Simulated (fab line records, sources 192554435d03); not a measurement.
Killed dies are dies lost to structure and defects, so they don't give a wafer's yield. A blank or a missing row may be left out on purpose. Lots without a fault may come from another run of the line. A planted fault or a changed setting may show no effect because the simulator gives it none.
Chamber matching | flow n5_finfet | N5_BEOL_M13_ETCH_67 on rie_diel-01: 4 sister chambers
The step etches SiARC in CF4, target depth 143 nm, time 238.3 s. 7 wafers are shown with their chamber, then 8 later ones without.

WAFERS WITH THEIR CHAMBER
wafer  | chamber | drypump_motor_current_A (A) | showerhead_plenum_p_Torr (Torr)
L080.4 | 2       | 5.0                         | 2.11
L081.4 | 0       | 4.9                         | 2.15
L081.6 | 1       | 5.8                         | 2.16
L086.1 | 2       | 5.0                         | 2.10
L086.2 | 1       | 5.7                         | 2.16
L086.4 | 0       | 4.9                         | 2.15
L089.1 | 3       | 5.3                         | 2.03

WAFERS WITHOUT THEIR CHAMBER
wafer  | drypump_motor_current_A (A) | showerhead_plenum_p_Torr (Torr)
L089.4 | 4.9                         | 2.14
L089.6 | 5.0                         | 2.10
L096.2 | 5.3                         | 2.29
L096.3 | 5.0                         | 2.10
L096.4 | 4.9                         | 2.14
L097.2 | 5.3                         | 2.28
L097.3 | 5.8                         | 2.15
L097.6 | 5.8                         | 2.15

WHICH CHAMBER EACH WENT THROUGH
wafer  | from the rows above     | in truth
L089.4 | 0                       | 0
L089.6 | 2                       | 2
L096.2 | can't be placed: 1 or 0 | 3
L096.3 | 2                       | 2
L096.4 | 0                       | 0
L097.2 | can't be placed: 1 or 0 | 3
L097.3 | 1                       | 1
L097.6 | 1                       | 1
Placed correctly: 6 of 8. Can't be placed from these rows: 2 (the true chamber is among the candidates in 0). Placed wrongly: 0.
How it was worked out, from the rows above alone: a wafer's distance from a chamber is the root of the sum, over the readings, of the square of ((its reading less the chamber's mean) divided by the reading's scatter). The wafer belongs to the nearest chamber; if the next one is less than 2 further off, it can't be placed. A chamber's mean is the mean of its shown wafers. The scatter: the root of (the sum of the squares of (reading less its chamber's mean) over the shown wafers, divided by (wafers less chambers)).
